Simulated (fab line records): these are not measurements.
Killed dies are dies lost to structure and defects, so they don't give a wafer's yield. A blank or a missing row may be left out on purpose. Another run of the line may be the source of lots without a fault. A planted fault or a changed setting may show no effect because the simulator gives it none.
fab line records :: flow n5-finfet
[record]
  lots = 9
  wafers = 26
  last-day = 19
route steps=1938 shown SD_ACTIVATION@332 ILD0@343 DUMMY_REMOVAL@382 HKMG_FIN@398 BEOL_M4@1111
lots that met no fault: taken from a fault-free run of the same line
start-h: the number of hours between the record's first day and the start of the first shown wafer of the lot :: wait-h: hours since the lot's step before :: " the same as in the row above :: L1.1+2: a row that stands for several wafers :: - no value, or no start given :: * or withheld: withheld :: < > ~ a bound
route shown NAME@n: names a module that has steps shown in the file, with the first one's number in the route :: usual: mean/standard deviation of fault-free wafers :: same: alike in all rows :: chamber/n: place in a boat :: sites: per-site readings :: _std_site: their standard deviation :: _edge_site: inner sites' mean taken away from outer sites' mean :: radius-mm: for every site, how far away it sits from the centre of the wafer :: mask NAME#n: copy n :: behind: tool/chamber where the wafer was last shaped :: hold: why the lot was held/for how many hours/how that ended :: device: which transistor (n, p or np) failed to switch :: end of line: tests of these same wafers at the route's end :: step lacking rows: just its recipe :: killed: count of dies lost to structure and defects at first sort (not the wafer's yield) :: map: dies across one wafer; x = killed, . = not, _ = none there
set.NAME: the setting the step ran with; set.NAME@STEP: the setting that earlier step ran with :: model.NAME: the simulator's own value behind a step, which no gauge read
steps of the route over a sample of lots; a table a step, a row a wafer
services: when a tool's chamber went out of use (start-h, in hours from the record's first day, below 0 if earlier), for how many hours, and the reason
[[steps]]
[step N5_SD_ACTIVATION_RS_MEAS_03]
[recipe]
  thk-meas-gauge = four-point-probe
[usual]
  RS_SD_N = 21.79/0.28
  RS_SD_P = 56.0/1.1
lot.wafer: L773.1
tool: film-metro-01
chamber: -
start-h: 58.84
wait-h: 0.2
RS_SD_N[ohm/sq]: 22.16
RS_SD_P[ohm/sq]: 55.6

lot.wafer: L773.2
tool: film-metro-01
chamber: -
start-h: 58.84
wait-h: 0.2
RS_SD_N[ohm/sq]: 21.60
RS_SD_P[ohm/sq]: 56.7

lot.wafer: L773.3
tool: film-metro-01
chamber: -
start-h: 58.84
wait-h: 0.2
RS_SD_N[ohm/sq]: 21.95
RS_SD_P[ohm/sq]: 55.7

lot.wafer: L774.1
tool: film-metro-02
chamber: -
start-h: 64.95
wait-h: 0.2
RS_SD_N[ohm/sq]: 21.63
RS_SD_P[ohm/sq]: 56.0

lot.wafer: L774.4
tool: film-metro-02
chamber: -
start-h: 64.95
wait-h: 0.2
RS_SD_N[ohm/sq]: 21.45
RS_SD_P[ohm/sq]: 56.5

lot.wafer: L774.5
tool: film-metro-02
chamber: -
start-h: 64.95
wait-h: 0.2
RS_SD_N[ohm/sq]: 21.32
RS_SD_P[ohm/sq]: 55.2

lot.wafer: L775.1
tool: film-metro-02
chamber: -
start-h: 70.00
wait-h: 0.2
RS_SD_N[ohm/sq]: 22.39
RS_SD_P[ohm/sq]: 56.9

lot.wafer: L775.5
tool: film-metro-02
chamber: -
start-h: 70.00
wait-h: 0.2
RS_SD_N[ohm/sq]: 22.37
RS_SD_P[ohm/sq]: 57.1

lot.wafer: L775.6
tool: film-metro-02
chamber: -
start-h: 70.00
wait-h: 0.2
RS_SD_N[ohm/sq]: 22.48
RS_SD_P[ohm/sq]: 56.3

lot.wafer: L776.2
tool: film-metro-01
chamber: -
start-h: 77.31
wait-h: 0.2
RS_SD_N[ohm/sq]: 22.16
RS_SD_P[ohm/sq]: 55.9

lot.wafer: L776.3
tool: film-metro-01
chamber: -
start-h: 77.31
wait-h: 0.2
RS_SD_N[ohm/sq]: 22.01
RS_SD_P[ohm/sq]: 56.5

lot.wafer: L776.6
tool: film-metro-01
chamber: -
start-h: 77.31
wait-h: 0.2
RS_SD_N[ohm/sq]: 22.22
RS_SD_P[ohm/sq]: 54.7

lot.wafer: L785.1
tool: film-metro-02
chamber: -
start-h: 135.03
wait-h: 0.2
RS_SD_N[ohm/sq]: 21.45
RS_SD_P[ohm/sq]: 55.2

lot.wafer: L785.5
tool: film-metro-02
chamber: -
start-h: 135.03
wait-h: 0.2
RS_SD_N[ohm/sq]: 21.64
RS_SD_P[ohm/sq]: 54.3

lot.wafer: L787.1
tool: film-metro-02
chamber: -
start-h: 142.76
wait-h: 0.2
RS_SD_N[ohm/sq]: 21.62
RS_SD_P[ohm/sq]: 55.5

lot.wafer: L787.2
tool: film-metro-02
chamber: -
start-h: 142.76
wait-h: 0.2
RS_SD_N[ohm/sq]: 21.74
RS_SD_P[ohm/sq]: 55.5

lot.wafer: L787.5
tool: film-metro-02
chamber: -
start-h: 142.76
wait-h: 0.2
RS_SD_N[ohm/sq]: 21.90
RS_SD_P[ohm/sq]: 55.7

lot.wafer: L790.3
tool: film-metro-02
chamber: -
start-h: 161.31
wait-h: 0.2
RS_SD_N[ohm/sq]: 21.81
RS_SD_P[ohm/sq]: 55.9

lot.wafer: L790.4
tool: film-metro-02
chamber: -
start-h: 161.31
wait-h: 0.2
RS_SD_N[ohm/sq]: 21.86
RS_SD_P[ohm/sq]: 56.5

lot.wafer: L790.5
tool: film-metro-02
chamber: -
start-h: 161.31
wait-h: 0.2
RS_SD_N[ohm/sq]: 21.79
RS_SD_P[ohm/sq]: 55.6

lot.wafer: L791.1
tool: film-metro-02
chamber: -
start-h: 164.96
wait-h: 0.2
RS_SD_N[ohm/sq]: 21.28
RS_SD_P[ohm/sq]: 56.2

lot.wafer: L791.3
tool: film-metro-02
chamber: -
start-h: 164.96
wait-h: 0.2
RS_SD_N[ohm/sq]: 21.68
RS_SD_P[ohm/sq]: 54.7

lot.wafer: L791.5
tool: film-metro-02
chamber: -
start-h: 164.96
wait-h: 0.2
RS_SD_N[ohm/sq]: 21.55
RS_SD_P[ohm/sq]: 56.9

lot.wafer: L796.2
tool: film-metro-02
chamber: -
start-h: 195.00
wait-h: 0.2
RS_SD_N[ohm/sq]: 21.34
RS_SD_P[ohm/sq]: 54.4

lot.wafer: L796.4
tool: film-metro-02
chamber: -
start-h: 195.00
wait-h: 0.2
RS_SD_N[ohm/sq]: 21.69
RS_SD_P[ohm/sq]: 54.5

lot.wafer: L796.6
tool: film-metro-02
chamber: -
start-h: 195.00
wait-h: 0.2
RS_SD_N[ohm/sq]: 21.40
RS_SD_P[ohm/sq]: 54.2
[step N5_ILD0_ALD_15]
[recipe]
  material = SiNx
  target-thk-a = 240
  temp-c = 400
  ald-precursor-family = SiH2I2
  ald-co-reactant = N2/H2-plasma
  pulse-time-s = 1
  ald-cycles = 480
  purge-time-s = 2
  co-reactant-purge-time-s = 2
  pressure-torr = 2
[usual]
  heater-power-w = 857/82
  precursor-pulse-height-rel = 1.001/0.02
[same]
  purge-time-s = 2
lot.wafer: L773.1
tool: ald-sin-02
chamber: 0
start-h: 62.90
wait-h: 0.6
heater-power-w: 733
precursor-pulse-height-rel: 1.035

lot.wafer: L773.2
tool: ald-sin-02
chamber: 3
start-h: 62.90
wait-h: 0.6
heater-power-w: 977
precursor-pulse-height-rel: 1.052

lot.wafer: L773.3
tool: ald-sin-02
chamber: 1
start-h: 62.90
wait-h: 0.6
heater-power-w: 848
precursor-pulse-height-rel: 0.993

lot.wafer: L774.1
tool: ald-sin-01
chamber: 2
start-h: 70.13
wait-h: 1.7
heater-power-w: 769
precursor-pulse-height-rel: 1.015

lot.wafer: L774.4
tool: ald-sin-01
chamber: 3
start-h: 70.13
wait-h: 1.7
heater-power-w: 769
precursor-pulse-height-rel: 1.019

lot.wafer: L774.5
tool: ald-sin-01
chamber: 2
start-h: 71.21
wait-h: 2.3
heater-power-w: 793
precursor-pulse-height-rel: 0.979

lot.wafer: L775.1
tool: ald-sin-04
chamber: 0
start-h: 74.21
wait-h: 0.7
heater-power-w: 868
precursor-pulse-height-rel: 0.972

lot.wafer: L775.5
tool: ald-sin-04
chamber: 0
start-h: 75.30
wait-h: 1.3
heater-power-w: 850
precursor-pulse-height-rel: 0.972

lot.wafer: L775.6
tool: ald-sin-04
chamber: 1
start-h: 75.30
wait-h: 1.3
heater-power-w: 900
precursor-pulse-height-rel: 0.993

lot.wafer: L776.2
tool: ald-sin-02
chamber: 2
start-h: 81.59
wait-h: 0.6
heater-power-w: 957
precursor-pulse-height-rel: 1.023

lot.wafer: L776.3
tool: ald-sin-02
chamber: 1
start-h: 81.59
wait-h: 0.6
heater-power-w: 864
precursor-pulse-height-rel: 0.976

lot.wafer: L776.6
tool: ald-sin-02
chamber: 1
start-h: 82.67
wait-h: 1.1
heater-power-w: 883
precursor-pulse-height-rel: 1.019

lot.wafer: L785.1
tool: ald-sin-04
chamber: 3
start-h: 139.09
wait-h: 0.6
heater-power-w: 982
precursor-pulse-height-rel: 0.996

lot.wafer: L785.5
tool: ald-sin-04
chamber: 0
start-h: 140.18
wait-h: 1.2
heater-power-w: 828
precursor-pulse-height-rel: 1.002

lot.wafer: L787.1
tool: ald-sin-04
chamber: 3
start-h: 146.94
wait-h: 0.6
heater-power-w: 950
precursor-pulse-height-rel: 1.007

lot.wafer: L787.2
tool: ald-sin-04
chamber: 2
start-h: 146.94
wait-h: 0.6
heater-power-w: 841
precursor-pulse-height-rel: 1.006

lot.wafer: L787.5
tool: ald-sin-04
chamber: 2
start-h: 148.03
wait-h: 1.2
heater-power-w: 831
precursor-pulse-height-rel: 1.007

lot.wafer: L790.3
tool: ald-sin-01
chamber: 3
start-h: 165.66
wait-h: 0.4
heater-power-w: 780
precursor-pulse-height-rel: 1.008

lot.wafer: L790.4
tool: ald-sin-01
chamber: 1
start-h: 165.66
wait-h: 0.4
heater-power-w: 893
precursor-pulse-height-rel: 1.032

lot.wafer: L790.5
tool: ald-sin-01
chamber: 0
start-h: 166.74
wait-h: 1.3
heater-power-w: 748
precursor-pulse-height-rel: 1.003

lot.wafer: L791.1
tool: ald-sin-04
chamber: 1
start-h: 169.04
wait-h: 0.6
heater-power-w: 894
precursor-pulse-height-rel: 0.981

lot.wafer: L791.3
tool: ald-sin-04
chamber: 0
start-h: 169.04
wait-h: 0.6
heater-power-w: 800
precursor-pulse-height-rel: 1.020

lot.wafer: L791.5
tool: ald-sin-04
chamber: 2
start-h: 170.13
wait-h: 1.2
heater-power-w: 826
precursor-pulse-height-rel: 1.029

lot.wafer: L796.2
tool: ald-sin-04
chamber: 2
start-h: 199.47
wait-h: 0.5
heater-power-w: 827
precursor-pulse-height-rel: 1.008

lot.wafer: L796.4
tool: ald-sin-04
chamber: 1
start-h: 199.47
wait-h: 0.5
heater-power-w: 900
precursor-pulse-height-rel: 0.984

lot.wafer: L796.6
tool: ald-sin-04
chamber: 1
start-h: 200.55
wait-h: 1.1
heater-power-w: 935
precursor-pulse-height-rel: 0.998
[step N5_DUMMY_REMOVAL_PRECLEAN_08]
[recipe]
  chemistry = NF3:NH3
  afs-cycles = 2
  temp-c = 30
  time-s = 20
  sublimation-temp-c = 180
  sublimation-time-s = 60
  pressure-torr = 3
  rf-power-w = 30
[usual]
  temp-c = 30.03/0.12
lot.wafer: L773.1
tool: remote-plasma-01
chamber: 0
start-h: 71.42
wait-h: 0.0
temp-c: 30.09

lot.wafer: L773.2
tool: remote-plasma-01
chamber: 0
start-h: 71.42
wait-h: 0.0
temp-c: 30.25

lot.wafer: L773.3
tool: remote-plasma-01
chamber: 0
start-h: 71.42
wait-h: 0.0
temp-c: 30.09

lot.wafer: L774.1
tool: remote-plasma-01
chamber: 0
start-h: 77.36
wait-h: 0.0
temp-c: 30.19

lot.wafer: L774.4
tool: remote-plasma-01
chamber: 0
start-h: 77.36
wait-h: 0.0
temp-c: 29.95

lot.wafer: L774.5
tool: remote-plasma-01
chamber: 0
start-h: 77.36
wait-h: 0.0
temp-c: 29.97

lot.wafer: L775.1
tool: remote-plasma-01
chamber: 0
start-h: 81.51
wait-h: 0.0
temp-c: 29.99

lot.wafer: L775.5
tool: remote-plasma-01
chamber: 0
start-h: 81.51
wait-h: 0.0
temp-c: 30.11

lot.wafer: L775.6
tool: remote-plasma-01
chamber: 0
start-h: 81.51
wait-h: 0.0
temp-c: 29.96

lot.wafer: L776.2
tool: remote-plasma-01
chamber: 0
start-h: 88.73
wait-h: 0.1
temp-c: 30.00

lot.wafer: L776.3
tool: remote-plasma-01
chamber: 0
start-h: 88.73
wait-h: 0.1
temp-c: 30.08

lot.wafer: L776.6
tool: remote-plasma-01
chamber: 0
start-h: 88.73
wait-h: 0.1
temp-c: 30.01

lot.wafer: L785.1
tool: remote-plasma-01
chamber: 0
start-h: 146.71
wait-h: 0.0
temp-c: 29.44

lot.wafer: L785.5
tool: remote-plasma-01
chamber: 0
start-h: 146.71
wait-h: 0.0
temp-c: 29.45

lot.wafer: L787.1
tool: remote-plasma-02
chamber: 0
start-h: 154.15
wait-h: 0.0
temp-c: 30.01

lot.wafer: L787.2
tool: remote-plasma-02
chamber: 0
start-h: 154.15
wait-h: 0.0
temp-c: 29.94

lot.wafer: L787.5
tool: remote-plasma-02
chamber: 0
start-h: 154.15
wait-h: 0.0
temp-c: 30.08

lot.wafer: L790.3
tool: remote-plasma-02
chamber: 1
start-h: 172.94
wait-h: 0.1
temp-c: 30.10

lot.wafer: L790.4
tool: remote-plasma-02
chamber: 1
start-h: 172.94
wait-h: 0.1
temp-c: 30.04

lot.wafer: L790.5
tool: remote-plasma-02
chamber: 1
start-h: 172.94
wait-h: 0.1
temp-c: 29.97

lot.wafer: L791.1
tool: remote-plasma-02
chamber: 1
start-h: 176.26
wait-h: 0.0
temp-c: 30.00

lot.wafer: L791.3
tool: remote-plasma-02
chamber: 1
start-h: 176.26
wait-h: 0.0
temp-c: 29.98

lot.wafer: L791.5
tool: remote-plasma-02
chamber: 1
start-h: 176.26
wait-h: 0.0
temp-c: 30.02

lot.wafer: L796.2
tool: remote-plasma-02
chamber: 0
start-h: 206.81
wait-h: 0.1
temp-c: 30.10

lot.wafer: L796.4
tool: remote-plasma-02
chamber: 0
start-h: 206.81
wait-h: 0.1
temp-c: 30.19

lot.wafer: L796.6
tool: remote-plasma-02
chamber: 0
start-h: 206.81
wait-h: 0.1
temp-c: 30.11
[step N5_HKMG_FIN_CD_MEAS_49]
[recipe]
  target-cd-nm = 202
  landing-energy-ev = 500
  detector = se-inlens
  polarity = opening
[usual]
  cd-nm = 201.9/0.58
[same]
  landing-energy-ev = 500
lot.wafer: L773.1
tool: cd-sem-02
chamber: 0
start-h: 72.73
wait-h: -
cd-nm: 202.5

lot.wafer: L773.2
tool: cd-sem-02
chamber: 0
start-h: 72.73
wait-h: -
cd-nm: 202.0

lot.wafer: L773.3
tool: cd-sem-02
chamber: 0
start-h: 72.73
wait-h: -
cd-nm: 201.8

lot.wafer: L774.1
tool: cd-sem-03
chamber: 0
start-h: 78.62
wait-h: -
cd-nm: 201.4

lot.wafer: L774.4
tool: cd-sem-03
chamber: 0
start-h: 78.62
wait-h: -
cd-nm: 201.0

lot.wafer: L774.5
tool: cd-sem-03
chamber: 0
start-h: 78.62
wait-h: -
cd-nm: 201.1

lot.wafer: L775.1
tool: cd-sem-02
chamber: 0
start-h: 82.77
wait-h: -
cd-nm: 201.8

lot.wafer: L775.5
tool: cd-sem-02
chamber: 0
start-h: 82.77
wait-h: -
cd-nm: 201.5

lot.wafer: L775.6
tool: cd-sem-02
chamber: 0
start-h: 82.77
wait-h: -
cd-nm: 200.9

lot.wafer: L776.2
tool: cd-sem-03
chamber: 0
start-h: 89.96
wait-h: -
cd-nm: 202.2

lot.wafer: L776.3
tool: cd-sem-03
chamber: 0
start-h: 89.96
wait-h: -
cd-nm: 202.3

lot.wafer: L776.6
tool: cd-sem-03
chamber: 0
start-h: 89.96
wait-h: -
cd-nm: 202.6

lot.wafer: L785.1
tool: cd-sem-02
chamber: 0
start-h: 147.99
wait-h: -
cd-nm: 201.8

lot.wafer: L785.5
tool: cd-sem-02
chamber: 0
start-h: 147.99
wait-h: -
cd-nm: 202.0

lot.wafer: L787.1
tool: cd-sem-03
chamber: 0
start-h: 155.56
wait-h: -
cd-nm: 202.4

lot.wafer: L787.2
tool: cd-sem-03
chamber: 0
start-h: 155.56
wait-h: -
cd-nm: 202.0

lot.wafer: L787.5
tool: cd-sem-03
chamber: 0
start-h: 155.56
wait-h: -
cd-nm: 201.5

lot.wafer: L790.3
tool: cd-sem-02
chamber: 0
start-h: 174.20
wait-h: -
cd-nm: 201.5

lot.wafer: L790.4
tool: cd-sem-02
chamber: 0
start-h: 174.20
wait-h: -
cd-nm: 202.1

lot.wafer: L790.5
tool: cd-sem-02
chamber: 0
start-h: 174.20
wait-h: -
cd-nm: 202.5

lot.wafer: L791.1
tool: cd-sem-01
chamber: 0
start-h: 177.61
wait-h: -
cd-nm: 202.3

lot.wafer: L791.3
tool: cd-sem-01
chamber: 0
start-h: 177.61
wait-h: -
cd-nm: 201.9

lot.wafer: L791.5
tool: cd-sem-01
chamber: 0
start-h: 177.61
wait-h: -
cd-nm: 202.0

lot.wafer: L796.2
tool: cd-sem-02
chamber: 0
start-h: 208.05
wait-h: -
cd-nm: 201.2

lot.wafer: L796.4
tool: cd-sem-02
chamber: 0
start-h: 208.05
wait-h: -
cd-nm: 201.5

lot.wafer: L796.6
tool: cd-sem-02
chamber: 0
start-h: 208.05
wait-h: -
cd-nm: 201.7
[step N5_BEOL_M4_RC_MEAS_101]
[usual]
  DIBL_N = 35.9/1.3
  DIBL_P = 35.9/1.5
  IOFF_N = 0.152/0.023
  IOFF_P = 0.204/0.027
  ION_N = 673/9.2
  ION_P = 462/6.7
  SS_N = 71.4/0.48
  SS_P = 73.2/0.55
  VT_N = 250.3/2.6
  VT_P = -250.6/3
lot.wafer: L773.1
tool: prober-02
chamber: 0
start-h: 180.88
wait-h: 0.0
DIBL_N[mV/V]: 35.2
DIBL_P[mV/V]: 35.1
IOFF_N[nA/um]: 0.120
IOFF_P[nA/um]: 0.163
ION_N[uA/um]: 662
ION_P[uA/um]: 455
SS_N[mV/dec]: 70.9
SS_P[mV/dec]: 72.3
VT_N[mV]: 255.4
VT_P[mV]: -253.8

lot.wafer: L773.2
tool: prober-02
chamber: 0
start-h: 180.88
wait-h: 0.0
DIBL_N[mV/V]: 37.0
DIBL_P[mV/V]: 38.1
IOFF_N[nA/um]: 0.155
IOFF_P[nA/um]: 0.207
ION_N[uA/um]: 671
ION_P[uA/um]: 468
SS_N[mV/dec]: 71.2
SS_P[mV/dec]: 72.6
VT_N[mV]: 251.9
VT_P[mV]: -251.8

lot.wafer: L773.3
tool: prober-02
chamber: 0
start-h: 180.88
wait-h: 0.0
DIBL_N[mV/V]: 37.2
DIBL_P[mV/V]: 37.3
IOFF_N[nA/um]: 0.149
IOFF_P[nA/um]: 0.193
ION_N[uA/um]: 659
ION_P[uA/um]: 450
SS_N[mV/dec]: 71.6
SS_P[mV/dec]: 73.2
VT_N[mV]: 250.1
VT_P[mV]: -251.3

lot.wafer: L774.1
tool: prober-01
chamber: 0
start-h: 186.74
wait-h: 0.0
DIBL_N[mV/V]: 35.9
DIBL_P[mV/V]: 36.2
IOFF_N[nA/um]: 0.177
IOFF_P[nA/um]: 0.208
ION_N[uA/um]: 682
ION_P[uA/um]: 458
SS_N[mV/dec]: 71.3
SS_P[mV/dec]: 73.9
VT_N[mV]: 246.9
VT_P[mV]: -250.4

lot.wafer: L774.4
tool: prober-01
chamber: 0
start-h: 186.74
wait-h: 0.0
DIBL_N[mV/V]: 35.3
DIBL_P[mV/V]: 35.8
IOFF_N[nA/um]: 0.163
IOFF_P[nA/um]: 0.198
ION_N[uA/um]: 679
ION_P[uA/um]: 459
SS_N[mV/dec]: 71.8
SS_P[mV/dec]: 73.7
VT_N[mV]: 248.9
VT_P[mV]: -251.5

lot.wafer: L774.5
tool: prober-01
chamber: 0
start-h: 186.74
wait-h: 0.0
DIBL_N[mV/V]: 34.9
DIBL_P[mV/V]: 36.1
IOFF_N[nA/um]: 0.159
IOFF_P[nA/um]: 0.204
ION_N[uA/um]: 676
ION_P[uA/um]: 464
SS_N[mV/dec]: 70.8
SS_P[mV/dec]: 73.1
VT_N[mV]: 248.7
VT_P[mV]: -252.7

lot.wafer: L775.1
tool: prober-02
chamber: 0
start-h: 188.38
wait-h: 0.0
DIBL_N[mV/V]: 33.8
DIBL_P[mV/V]: 34.7
IOFF_N[nA/um]: 0.143
IOFF_P[nA/um]: 0.199
ION_N[uA/um]: 667
ION_P[uA/um]: 461
SS_N[mV/dec]: 71.0
SS_P[mV/dec]: 72.4
VT_N[mV]: 250.9
VT_P[mV]: -250.0

lot.wafer: L775.5
tool: prober-02
chamber: 0
start-h: 188.38
wait-h: 0.0
DIBL_N[mV/V]: 33.5
DIBL_P[mV/V]: 34.5
IOFF_N[nA/um]: 0.133
IOFF_P[nA/um]: 0.186
ION_N[uA/um]: 672
ION_P[uA/um]: 464
SS_N[mV/dec]: 71.5
SS_P[mV/dec]: 72.5
VT_N[mV]: 250.1
VT_P[mV]: -250.8

lot.wafer: L775.6
tool: prober-02
chamber: 0
start-h: 188.38
wait-h: 0.0
DIBL_N[mV/V]: 33.9
DIBL_P[mV/V]: 35.1
IOFF_N[nA/um]: 0.139
IOFF_P[nA/um]: 0.199
ION_N[uA/um]: 663
ION_P[uA/um]: 464
SS_N[mV/dec]: 70.9
SS_P[mV/dec]: 72.8
VT_N[mV]: 250.9
VT_P[mV]: -250.2

lot.wafer: L776.2
tool: prober-02
chamber: 0
start-h: 210.39
wait-h: 0.2
DIBL_N[mV/V]: 36.5
DIBL_P[mV/V]: 37.3
IOFF_N[nA/um]: 0.167
IOFF_P[nA/um]: 0.198
ION_N[uA/um]: 677
ION_P[uA/um]: 461
SS_N[mV/dec]: 70.8
SS_P[mV/dec]: 74.3
VT_N[mV]: 249.8
VT_P[mV]: -253.7

lot.wafer: L776.3
tool: prober-02
chamber: 0
start-h: 210.39
wait-h: 0.2
DIBL_N[mV/V]: 35.0
DIBL_P[mV/V]: 36.3
IOFF_N[nA/um]: 0.150
IOFF_P[nA/um]: 0.182
ION_N[uA/um]: 679
ION_P[uA/um]: 452
SS_N[mV/dec]: 71.0
SS_P[mV/dec]: 73.0
VT_N[mV]: 252.0
VT_P[mV]: -254.3

lot.wafer: L776.6
tool: prober-02
chamber: 0
start-h: 210.39
wait-h: 0.2
DIBL_N[mV/V]: 36.1
DIBL_P[mV/V]: 37.1
IOFF_N[nA/um]: 0.163
IOFF_P[nA/um]: 0.197
ION_N[uA/um]: 680
ION_P[uA/um]: 462
SS_N[mV/dec]: 71.5
SS_P[mV/dec]: 73.2
VT_N[mV]: 248.3
VT_P[mV]: -251.2

lot.wafer: L785.1
tool: prober-01
chamber: 0
start-h: 249.16
wait-h: 0.0
DIBL_N[mV/V]: 34.2
DIBL_P[mV/V]: 33.4
IOFF_N[nA/um]: 0.153
IOFF_P[nA/um]: 0.211
ION_N[uA/um]: 683
ION_P[uA/um]: 472
SS_N[mV/dec]: 71.4
SS_P[mV/dec]: 72.6
VT_N[mV]: 248.0
VT_P[mV]: -249.9

lot.wafer: L785.5
tool: prober-01
chamber: 0
start-h: 249.16
wait-h: 0.0
DIBL_N[mV/V]: 34.8
DIBL_P[mV/V]: 34.5
IOFF_N[nA/um]: 0.160
IOFF_P[nA/um]: 0.224
ION_N[uA/um]: 679
ION_P[uA/um]: 470
SS_N[mV/dec]: 71.2
SS_P[mV/dec]: 74.5
VT_N[mV]: 249.1
VT_P[mV]: -248.3

lot.wafer: L787.1
tool: prober-01
chamber: 0
start-h: 271.93
wait-h: 0.0
DIBL_N[mV/V]: 33.9
DIBL_P[mV/V]: 35.3
IOFF_N[nA/um]: 0.152
IOFF_P[nA/um]: 0.208
ION_N[uA/um]: 688
ION_P[uA/um]: 474
SS_N[mV/dec]: 71.3
SS_P[mV/dec]: 72.8
VT_N[mV]: 248.7
VT_P[mV]: -248.8

lot.wafer: L787.2
tool: prober-01
chamber: 0
start-h: 271.93
wait-h: 0.0
DIBL_N[mV/V]: 34.1
DIBL_P[mV/V]: 36.2
IOFF_N[nA/um]: 0.156
IOFF_P[nA/um]: 0.231
ION_N[uA/um]: 682
ION_P[uA/um]: 474
SS_N[mV/dec]: 71.0
SS_P[mV/dec]: 73.3
VT_N[mV]: 250.0
VT_P[mV]: -245.6

lot.wafer: L787.5
tool: prober-01
chamber: 0
start-h: 271.93
wait-h: 0.0
DIBL_N[mV/V]: 33.2
DIBL_P[mV/V]: 34.6
IOFF_N[nA/um]: 0.136
IOFF_P[nA/um]: 0.201
ION_N[uA/um]: 681
ION_P[uA/um]: 471
SS_N[mV/dec]: 70.4
SS_P[mV/dec]: 72.7
VT_N[mV]: 250.0
VT_P[mV]: -249.4

lot.wafer: L791.1
tool: prober-02
chamber: 0
start-h: 302.23
wait-h: 0.0
DIBL_N[mV/V]: 34.5
DIBL_P[mV/V]: 36.0
IOFF_N[nA/um]: 0.143
IOFF_P[nA/um]: 0.198
ION_N[uA/um]: 681
ION_P[uA/um]: 470
SS_N[mV/dec]: 71.5
SS_P[mV/dec]: 73.3
VT_N[mV]: 252.2
VT_P[mV]: -248.9

lot.wafer: L791.3
tool: prober-02
chamber: 0
start-h: 302.23
wait-h: 0.0
DIBL_N[mV/V]: 33.8
DIBL_P[mV/V]: 35.6
IOFF_N[nA/um]: 0.137
IOFF_P[nA/um]: 0.187
ION_N[uA/um]: 665
ION_P[uA/um]: 466
SS_N[mV/dec]: 71.2
SS_P[mV/dec]: 73.1
VT_N[mV]: 253.1
VT_P[mV]: -253.0

lot.wafer: L791.5
tool: prober-02
chamber: 0
start-h: 302.23
wait-h: 0.0
DIBL_N[mV/V]: 35.7
DIBL_P[mV/V]: 37.6
IOFF_N[nA/um]: 0.164
IOFF_P[nA/um]: 0.223
ION_N[uA/um]: 681
ION_P[uA/um]: 467
SS_N[mV/dec]: 71.5
SS_P[mV/dec]: 73.5
VT_N[mV]: 249.4
VT_P[mV]: -251.9

lot.wafer: L790.3
tool: prober-01
chamber: 0
start-h: 302.78
wait-h: 0.3
DIBL_N[mV/V]: 36.5
DIBL_P[mV/V]: 36.9
IOFF_N[nA/um]: 0.146
IOFF_P[nA/um]: 0.178
ION_N[uA/um]: 671
ION_P[uA/um]: 459
SS_N[mV/dec]: 70.9
SS_P[mV/dec]: 73.0
VT_N[mV]: 250.3
VT_P[mV]: -251.8

lot.wafer: L790.4
tool: prober-01
chamber: 0
start-h: 302.78
wait-h: 0.3
DIBL_N[mV/V]: 36.6
DIBL_P[mV/V]: 37.0
IOFF_N[nA/um]: 0.141
IOFF_P[nA/um]: 0.178
ION_N[uA/um]: 660
ION_P[uA/um]: 451
SS_N[mV/dec]: 70.4
SS_P[mV/dec]: 72.9
VT_N[mV]: 250.9
VT_P[mV]: -254.6

lot.wafer: L790.5
tool: prober-01
chamber: 0
start-h: 302.78
wait-h: 0.3
DIBL_N[mV/V]: 36.1
DIBL_P[mV/V]: 36.0
IOFF_N[nA/um]: 0.139
IOFF_P[nA/um]: 0.168
ION_N[uA/um]: 674
ION_P[uA/um]: 457
SS_N[mV/dec]: 71.4
SS_P[mV/dec]: 73.4
VT_N[mV]: 249.9
VT_P[mV]: -253.8

lot.wafer: L796.2
tool: prober-02
chamber: 0
start-h: 334.79
wait-h: 0.2
DIBL_N[mV/V]: 35.3
DIBL_P[mV/V]: 34.3
IOFF_N[nA/um]: 0.134
IOFF_P[nA/um]: 0.219
ION_N[uA/um]: 657
ION_P[uA/um]: 466
SS_N[mV/dec]: 71.6
SS_P[mV/dec]: 73.2
VT_N[mV]: 252.8
VT_P[mV]: -247.0

lot.wafer: L796.4
tool: prober-02
chamber: 0
start-h: 334.79
wait-h: 0.2
DIBL_N[mV/V]: 35.2
DIBL_P[mV/V]: 34.4
IOFF_N[nA/um]: 0.130
IOFF_P[nA/um]: 0.216
ION_N[uA/um]: 667
ION_P[uA/um]: 471
SS_N[mV/dec]: 71.4
SS_P[mV/dec]: 72.1
VT_N[mV]: 249.9
VT_P[mV]: -247.9

lot.wafer: L796.6
tool: prober-02
chamber: 0
start-h: 334.79
wait-h: 0.2
DIBL_N[mV/V]: 35.9
DIBL_P[mV/V]: 35.3
IOFF_N[nA/um]: 0.146
IOFF_P[nA/um]: 0.240
ION_N[uA/um]: 678
ION_P[uA/um]: 477
SS_N[mV/dec]: 71.1
SS_P[mV/dec]: 73.7
VT_N[mV]: 251.0
VT_P[mV]: -244.7
[[services]]
tool: ald-sin-04
chamber: 1
start-h: 82.27
hours: 4.2
kind: repair

tool: ald-sin-01
chamber: -
start-h: 83.81
hours: 14.6
kind: pm

tool: ald-sin-04
chamber: -
start-h: 85.25
hours: 14.0
kind: pm

tool: ald-sin-04
chamber: 0
start-h: 85.25
hours: 14.0
kind: vent-cycle

tool: ald-sin-04
chamber: 2
start-h: 85.25
hours: 14.0
kind: vent-cycle

tool: ald-sin-04
chamber: 3
start-h: 85.25
hours: 14.0
kind: vent-cycle

tool: ald-sin-04
chamber: 0
start-h: 99.25
hours: -
kind: clean

tool: ald-sin-04
chamber: 1
start-h: 99.25
hours: -
kind: clean

tool: ald-sin-04
chamber: 2
start-h: 99.25
hours: -
kind: clean

tool: ald-sin-04
chamber: 3
start-h: 99.25
hours: -
kind: clean

tool: ald-sin-02
chamber: -
start-h: 166.41
hours: 0.8
kind: pm

tool: remote-plasma-02
chamber: -
start-h: 181.21
hours: 1.3
kind: repair

tool: ald-sin-04
chamber: 3
start-h: 188.83
hours: 10.3
kind: repair

tool: remote-plasma-02
chamber: -
start-h: 195.81
hours: 0.3
kind: repair
[[key]]
[first-sign]
  step = N5_DUMMY_REMOVAL_PRECLEAN_08
  reading = temp-c
  direction = down
  sigmas = 4.9
  usual = *
  struck = *
effect none on later readings
met-at N5_DUMMY_REMOVAL_PRECLEAN_08
struck-lots L785
struck-wafers L785.1,L785.5
not-acting-at N5_SD_ACTIVATION_RS_MEAS_03,N5_ILD0_ALD_15,N5_HKMG_FIN_CD_MEAS_49
onset-between 88.73 146.71
[fault]
  kind = process-parameter-drift
  tool = remote-plasma-01
  chamber = 0
  onset-h = 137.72
  steps = N5_DUMMY_REMOVAL_PRECLEAN_08
  channel = temp-c
  offset = *
  shape = step
  end-h = 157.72
  acts-in = *
  stated = *
